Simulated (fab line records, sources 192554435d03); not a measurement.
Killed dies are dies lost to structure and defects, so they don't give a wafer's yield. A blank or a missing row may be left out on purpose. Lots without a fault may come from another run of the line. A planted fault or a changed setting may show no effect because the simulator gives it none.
fab line records | flow n5_finfet
record lots=7 wafers=39
route steps=1938 shown BEOL_M6@1239 BEOL_M7@1299
start_h: hours from the record's first day to the start of the lot's first wafer shown | wait_h: hours since the lot's step before | " the same as in the row above | L1.1+2: a row that stands for several wafers | - no value, or no start given | * or withheld: withheld | < > ~ a bound
route shown NAME@n: a module of which the file shows steps, and the number in the route of the first | usual: mean/standard deviation of fault-free wafers | same: alike in all rows | chamber/n: place in a boat | sites: the reading at each site | _std_site: their standard deviation | _edge_site: outer sites' mean less inner sites' | radius_mm: how far each site lies from the wafer's centre | mask NAME#n: copy n | behind: the tool/chamber that last shaped the wafer | hold: why the lot was held/for how many hours/how that ended | device: the transistor (n, p or np) that didn't switch | end of line: the same wafers' tests at the end of the route | a step without rows: its recipe alone | killed: dies lost to structure and defects at the first sort, not the wafer's yield | map: a wafer's dies, x killed, . not, _ none there
set.NAME: the setting as run; set.NAME@STEP: as run at that earlier step | model.NAME: the simulator's own value behind a step, which no gauge read
lots whose settings were changed on purpose; a table a step, a row a wafer
## steps
# step N5_BEOL_M6_TRENCH_ETCH_37
# recipe chemistry=C4F6/O2 target_depth_a=944.35 target=SiCOH_lowk time_s=31.5 ion_energy_ev=250 pressure_mtorr=30 source_w=345 bias_w=185 Ar_flow_sccm=300 C4F6_flow_sccm=10 O2_flow_sccm=10
# columns lot.wafer tool chamber start_h wait_h set.target_depth_a model.BEOL_M6.feature_depth_nm model.etch.depth_nm model.TiN_of_BEOL_M6_HM_DEP_02.thk_nm
L074.1 rie_diel-06 3 - - 438.2 42.2 42.28 19
L074.2 " 1 " " 944.35 92.8 92.74 17.4
L074.3 " 0 " " 944.35 94.6 94.62 17.2
L074.4 " 0 " " 438.2 43.8 43.86 18.8
L074.5 " 1 " " 944.35 92 92.05 17.6
L074.6 " 3 " " 438.2 42.2 42.18 18.6
L080.1 rie_diel-01 2 - - 494.1 47.6 47.66 18.6
L080.2 " 3 " " 494.1 50 50.07 18.8
L080.3 " 1 " " 494.1 48 47.92 18.8
L080.4 " 0 " " 944.35 93.8 93.71 17.6
L080.5 " 2 " " 944.35 90.8 90.86 17.4
L080.6 " 1 " " 944.35 91.8 91.78 17.8
L085.1 rie_diel-06 1 - - 944.35 93 93.07 17.6
L085.2 " 2 " " 944.35 95.4 95.33 17.8
L085.3 " 0 " " 944.35 93.8 93.79 17.6
L088.1 rie_diel-01 2 - - 1146 110.6 110.6 17.2
L088.2 " 3 " " 1146 116.4 116.4 17.2
L088.3 " 0 " " 1146 114 114 17.4
L088.4 " 2 " " 944.35 92.4 92.48 17.6
L088.5 " 3 " " 944.35 95.2 95.2 17.8
L088.6 " 0 " " 944.35 94.2 94.21 18
L087.1 rie_diel-06 2 - - 944.35 95 95.01 17.6
L087.2 " 3 " " 944.35 94 93.95 17.8
L087.3 " 1 " " 452.4 44.6 44.61 18.8
L087.4 " 0 " " 944.35 94.6 94.69 18
L087.5 " 2 " " 452.4 46 45.91 19
L087.6 " 1 " " 452.4 44.8 44.87 19.4
L089.1 rie_diel-06 1 - - 944.35 92.4 92.46 17.4
L089.2 " 0 " " 544.4 54 54.02 18.4
L089.3 " 3 " " 544.4 54 53.95 18.4
L089.4 " 2 " " 544.4 54 53.97 18.8
L089.5 " 0 " " 944.35 94.6 94.53 17.2
L089.6 " 3 " " 944.35 94.2 94.15 17.4
L093.1 rie_diel-04 0 - - 944.35 95.6 95.58 17.6
L093.2 " 1 " " 654.4 65 64.97 18.8
L093.3 " 3 " " 944.35 96.2 96.12 17.4
L093.4 " 0 " " 944.35 96 96.01 17.4
L093.5 " 1 " " 654.4 65.8 65.75 18.4
L093.6 " 3 " " 654.4 67.4 67.4 18.6
# step N5_BEOL_M6_ETCH_41
# recipe chemistry=CH3F/O2 target=SiCN target_depth_a=297 taper_deg=2 time_s=52 ion_energy_ev=120 mask_material=TiN pressure_mtorr=30 source_w=395 bias_w=75 Ar_flow_sccm=150 CH3F_flow_sccm=30 O2_flow_sccm=20
# step N5_BEOL_M6_STRIP_80
# recipe chemistry=N2/H2 time_s=10 power_w=450 temp_c=40 pressure_mtorr=20 rf_frequency_hz=6e+07 bias_power_w=7 n2_flow_sccm=200 h2_flow_sccm=200
# step N5_BEOL_M6_OCD_MEAS_38
# usual trench_depth_nm=94.3/1.5
# columns lot.wafer tool chamber start_h wait_h set.target_depth_a@BEOL_M6_TRENCH_ETCH_37 trench_depth_nm
L074.1 ocd-02 - 211.49 - 438.2 42.1
L074.2 " - " " 944.35 92.7
L074.3 " - " " 944.35 95.5
L074.4 " - " " 438.2 43.6
L074.5 " - " " 944.35 91.6
L074.6 " - " " 438.2 42.0
L080.1 ocd-02 - 260.93 - 494.1 47.2
L080.2 " - " " 494.1 49.4
L080.3 " - " " 494.1 47.8
L080.4 " - " " 944.35 93.6
L080.5 " - " " 944.35 90.4
L080.6 " - " " 944.35 91.5
L085.1 ocd-02 - 310.15 - 944.35 92.9
L085.2 " - " " 944.35 95.7
L085.3 " - " " 944.35 93.4
L088.1 ocd-02 - 316.77 - 1146 110.9
L088.2 " - " " 1146 116.5
L088.3 " - " " 1146 114.1
L088.4 " - " " 944.35 91.9
L088.5 " - " " 944.35 95.1
L088.6 " - " " 944.35 94.0
L087.1 ocd-01 - 321.66 - 944.35 94.8
L087.2 " - " " 944.35 94.2
L087.3 " - " " 452.4 44.9
L087.4 " - " " 944.35 94.8
L087.5 " - " " 452.4 46.1
L087.6 " - " " 452.4 44.6
L089.1 ocd-02 - 326.04 - 944.35 92.6
L089.2 " - " " 544.4 54.6
L089.3 " - " " 544.4 53.9
L089.4 " - " " 544.4 54.1
L089.5 " - " " 944.35 94.6
L089.6 " - " " 944.35 94.5
L093.1 ocd-02 - 350.74 - 944.35 95.9
L093.2 " - " " 654.4 64.9
L093.3 " - " " 944.35 96.1
L093.4 " - " " 944.35 96.1
L093.5 " - " " 654.4 65.4
L093.6 " - " " 654.4 67.0
# step N5_BEOL_M6_HM_STRIP_39
# recipe chemistry=peroxide_tin_strip material=TiN target_depth_a=250 temp_c=50 time_s=158
# step N5_BEOL_M6_SRD_40
# recipe time_s=30 temp_c=23 rinse_liquid=diw dry=ipa_marangoni
# step N5_BEOL_M6_ECD_50
# recipe material=Cu target_thk_a=3000
# step N5_BEOL_M6_ANNEAL_51
# recipe temp_c=225 time_s=90 ambient=N2
# step N5_BEOL_M6_CMP_52
# recipe stop_on=SiCOH_lowk t_overpolish_s=6.9 down_force_psi=1 platen_rpm=50 clearing_platen_down_force_psi=1.5 clearing_platen_rpm=50 post_cmp_clean=cu_alkaline target_thk_nm=80 clearing_platen_pad_velocity_m_s=0.99484 pad_velocity_m_s=0.99484
# columns lot.wafer tool chamber start_h wait_h set.target_depth_a@BEOL_M6_TRENCH_ETCH_37 model.Cu_of_BEOL_M6_ECD_50.thk_nm
L074.3 cmp-04 3 213.12 0.2 944.35 81.2
L074.1 " 0 " " 438.2 27.8
L074.2 " 1 " " 944.35 80
L074.4 " 2 " " 438.2 29.8
L074.6 " 3 " " 438.2 29.2
L074.5 " 0 " " 944.35 78.2
L080.1 cmp-04 3 263.56 0.3 494.1 33.2
L080.4 " 0 " " 944.35 78.8
L080.2 " 1 " " 494.1 35.6
L080.3 " 2 " " 494.1 33.8
L080.6 " 3 " " 944.35 77
L080.5 " 0 " " 944.35 76.8
L085.2 cmp-04 2 313.34 0.2 944.35 82.2
L085.3 " 3 " " 944.35 80.2
L085.1 " 0 " " 944.35 78.2
L088.2 cmp-04 1 319.02 0.4 1146 102.2
L088.4 " 2 " " 944.35 78.2
L088.1 " 3 " " 1146 97.2
L088.3 " 0 " " 1146 100
L088.5 " 1 " " 944.35 82.2
L088.6 " 2 " " 944.35 80
L087.2 cmp-01 1 323.81 0.2 944.35 77.4
L087.3 " 2 " " 452.4 29.2
L087.4 " 3 " " 944.35 79.2
L087.1 " 0 " " 944.35 80.2
L087.6 " 1 " " 452.4 29.8
L087.5 " 2 " " 452.4 29.4
L089.2 cmp-01 2 329.42 0.2 544.4 38.6
L089.4 " 3 " " 544.4 38
L089.1 " 0 " " 944.35 77.2
L089.3 " 1 " " 544.4 39
L089.5 " 2 " " 944.35 79.2
L089.6 " 3 " " 944.35 77.8
L093.2 cmp-01 0 353.98 0.2 654.4 48.6
L093.1 " 1 " " 944.35 80.8
L093.3 " 2 " " 944.35 79
L093.4 " 3 " " 944.35 80
L093.5 " 0 " " 654.4 49.4
L093.6 " 1 " " 654.4 53.6
# step N5_BEOL_M6_THK_MEAS_53
# recipe thk_meas_gauge=xrf reads=Cu_of_BEOL_M6_ECD_50
# usual M6_THK=78.5/2
# columns lot.wafer tool chamber start_h wait_h set.target_depth_a@BEOL_M6_TRENCH_ETCH_37 M6_THK[nm]
L074.1 film_metro-02 - 213.41 - 438.2 27.6
L074.2 " - " " 944.35 79.3
L074.3 " - " " 944.35 81.0
L074.4 " - " " 438.2 29.6
L074.5 " - " " 944.35 77.5
L074.6 " - " " 438.2 28.9
L080.1 film_metro-02 - 263.85 - 494.1 32.6
L080.2 " - " " 494.1 35.0
L080.3 " - " " 494.1 33.3
L080.4 " - " " 944.35 77.5
L080.5 " - " " 944.35 75.8
L080.6 " - " " 944.35 76.6
L085.1 film_metro-02 - 313.63 - 944.35 76.4
L085.2 " - " " 944.35 80.1
L085.3 " - " " 944.35 78.6
L088.1 film_metro-02 - 319.31 - 1146 96.6
L088.2 " - " " 1146 101.3
L088.3 " - " " 1146 99.3
L088.4 " - " " 944.35 78.1
L088.5 " - " " 944.35 81.7
L088.6 " - " " 944.35 79.2
L087.1 film_metro-01 - 324.11 - 944.35 78.0
L087.2 " - " " 944.35 74.9
L087.3 " - " " 452.4 28.4
L087.4 " - " " 944.35 76.9
L087.5 " - " " 452.4 28.5
L087.6 " - " " 452.4 28.9
L089.1 film_metro-02 - 329.71 - 944.35 76.4
L089.2 " - " " 544.4 38.5
L089.3 " - " " 544.4 38.6
L089.4 " - " " 544.4 37.5
L089.5 " - " " 944.35 78.7
L089.6 " - " " 944.35 76.9
L093.1 film_metro-02 - 354.27 - 944.35 80.3
L093.2 " - " " 654.4 48.3
L093.3 " - " " 944.35 78.2
L093.4 " - " " 944.35 79.2
L093.5 " - " " 654.4 48.9
L093.6 " - " " 654.4 53.1
# step N5_BEOL_M6_PRE_CLEAN_55
# recipe gas=NH3 time_s=15 temp_c=withheld rf_power_w=300
# step N5_BEOL_M6_DEP_56
# recipe material=SiCN target_thk_a=100 temp_c=withheld precursor=3MS/NH3 pressure_torr=3 rf_w=202 time_s=17.5
# step N5_BEOL_M6_RS_MEAS_57
# recipe thk_meas_gauge=four-point-probe reads=Cu_of_BEOL_M6_ECD_50+Co_of_BEOL_M6_CVD_78+TaN_of_BEOL_M6_ALD_77
# usual M6_RS=0.288/0.0082
# columns lot.wafer tool chamber start_h wait_h set.target_depth_a@BEOL_M6_TRENCH_ETCH_37 M6_RS[ohm/sq]
L074.1 film_metro-02 - 213.57 0.1 438.2 1.093
L074.2 " - " " 944.35 0.287
L074.3 " - " " 944.35 0.281
L074.4 " - " " 438.2 0.997
L074.5 " - " " 944.35 0.294
L074.6 " - " " 438.2 1.025
L080.1 film_metro-02 - 263.98 0.1 494.1 0.860
L080.2 " - " " 494.1 0.787
L080.3 " - " " 494.1 0.840
L080.4 " - " " 944.35 0.292
L080.5 " - " " 944.35 0.301
L080.6 " - " " 944.35 0.299
L085.1 film_metro-01 - 313.76 0.1 944.35 0.293
L085.2 " - " " 944.35 0.277
L085.3 " - " " 944.35 0.285
L088.1 film_metro-02 - 319.45 0.1 1146 0.229
L088.2 " - " " 1146 0.216
L088.3 " - " " 1146 0.221
L088.4 " - " " 944.35 0.295
L088.5 " - " " 944.35 0.278
L088.6 " - " " 944.35 0.287
L087.1 film_metro-02 - 324.24 0.1 944.35 0.285
L087.2 " - " " 944.35 0.299
L087.3 " - " " 452.4 1.024
L087.4 " - " " 944.35 0.290
L087.5 " - " " 452.4 1.009
L087.6 " - " " 452.4 0.997
L089.1 film_metro-02 - 329.84 0.1 944.35 0.299
L089.2 " - " " 544.4 0.704
L089.3 " - " " 544.4 0.697
L089.4 " - " " 544.4 0.724
L089.5 " - " " 944.35 0.291
L089.6 " - " " 944.35 0.296
L093.1 film_metro-02 - 354.40 0.1 944.35 0.284
L093.2 " - " " 654.4 0.526
L093.3 " - " " 944.35 0.291
L093.4 " - " " 944.35 0.287
L093.5 " - " " 654.4 0.514
L093.6 " - " " 654.4 0.466
# step N5_BEOL_M7_DESCUM_33
# recipe chemistry=O2 time_s=7 source_power_w=50 bias_power_w=20 pressure_mtorr=20 rf_frequency_hz=2.712e+07 temp_c=40 resist=CAR-EUV o2_flow_sccm=225
# columns lot.wafer tool chamber start_h wait_h set.time_s model.CAR-EUV_of_BEOL_M7_COAT_22.thk_nm
L074.1+6 rie_diel-05 3 219.26 0.0 7 26.2
L074.2 " 1 " " 3.702 27.8
L074.3 " 0 " " 7 26
L074.4+5 " 1,0 " " 3.702 27.6
L080.1+3+4 rie_diel-05 1,2,0 268.86 0.2 7 26
L080.2+5+6 " 3,1,0 " " 7 26.2
L085.1+2+3 rie_diel-02 0,3,2 317.34 0.0 7 26
L088.1+2+4 rie_diel-03 2,0,1 325.70 0.0 8.645 25.2
L088.3+5+6 " 3,2,1 " " 7 26
L087.1+4 rie_diel-03 0,1 329.16 0.0 4.507 27.2
L087.2+5 " 2 " " 7 26.2
L087.3 " 3 " " 4.507 27.4
L087.6 " 3 " " 7 26
L089.1 rie_diel-03 0 334.96 0.0 7 25.8
L089.2+4 " 1,3 " " 7 26
L089.3+6 " 3,1 " " 8.699 25.2
L089.5 " 0 " " 8.699 25
L093.1+2+5 rie_diel-02 1,2,1 359.36 0.0 7 26
L093.3+4+6 " 3,3,2 " " 9.485 24.8
# step N5_BEOL_M7_ETCH_72
# recipe chemistry=N2/H2 target=underlayer target_depth_a=65 mask_material=CAR-EUV time_s=5.2 ion_energy_ev=200 pressure_mtorr=30 source_w=840 bias_w=150 n2_flow_sccm=200 h2_flow_sccm=200 ends=cleared
# columns lot.wafer tool chamber start_h wait_h set.time_s@BEOL_M7_DESCUM_33 model.CAR-EUV_of_BEOL_M7_COAT_22.thk_nm
L074.1 rie_diel-05 3 219.30 0.0 7 20.6
L074.2+4 " 1 " " 3.702 22
L074.3+6 " 0,3 " " 7 20.4
L074.5 " 0 " " 3.702 21.8
L080.1 rie_diel-05 1 268.90 0.0 7 20.2
L080.2+3+4+5+6 " 3,2,0,1,0 " " 7 20.4
L085.1+3 rie_diel-02 0,2 317.38 0.0 7 20.4
L085.2 " 3 " " 7 20.2
L088.1+2+4 rie_diel-03 2,0,1 325.73 0.0 8.645 19.4
L088.3+5+6 " 3,2,1 " " 7 20.4
L087.1+3+4 rie_diel-03 0,3,1 329.19 0.0 4.507 21.6
L087.2+5+6 " 2,2,3 " " 7 20.4
L089.1+2 rie_diel-03 0,1 334.99 0.0 7 20.2
L089.3+6 " 3,1 " " 8.699 19.6
L089.4 " 3 " " 7 20.4
L089.5 " 0 " " 8.699 19.4
L093.1+2 rie_diel-02 1,2 359.39 0.0 7 20.4
L093.3+4+6 " 3,3,2 " " 9.485 19
L093.5 " 1 " " 7 20.2
## key
split step=N5_BEOL_M6_TRENCH_ETCH_37 setting=target_depth_a stated=944.35 by=wafer
response step=N5_BEOL_M6_TRENCH_ETCH_37 reading=model.BEOL_M6.feature_depth_nm change=+0.939 per=1% r=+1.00
response step=N5_BEOL_M6_TRENCH_ETCH_37 reading=model.etch.depth_nm change=+0.938 per=1% r=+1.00
response step=N5_BEOL_M6_TRENCH_ETCH_37 reading=model.TiN_of_BEOL_M6_HM_DEP_02.thk_nm change=-0.0264 per=1% r=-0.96
response step=N5_BEOL_M6_OCD_MEAS_38 reading=trench_depth_nm change=+0.943 per=1% r=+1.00
response step=N5_BEOL_M6_CMP_52 reading=model.Cu_of_BEOL_M6_ECD_50.thk_nm change=+0.938 per=1% r=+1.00
response step=N5_BEOL_M6_THK_MEAS_53 reading=M6_THK change=+0.925 per=1% r=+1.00
response step=N5_BEOL_M6_RS_MEAS_57 reading=M6_RS change=-0.0116 per=1% r=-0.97
split step=N5_BEOL_M7_DESCUM_33 setting=time_s stated=7 by=wafer
response step=N5_BEOL_M7_DESCUM_33 reading=model.CAR-EUV_of_BEOL_M7_COAT_22.thk_nm change=-0.0328 per=1% r=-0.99
response step=N5_BEOL_M7_ETCH_72 reading=model.CAR-EUV_of_BEOL_M7_COAT_22.thk_nm change=-0.034 per=1% r=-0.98
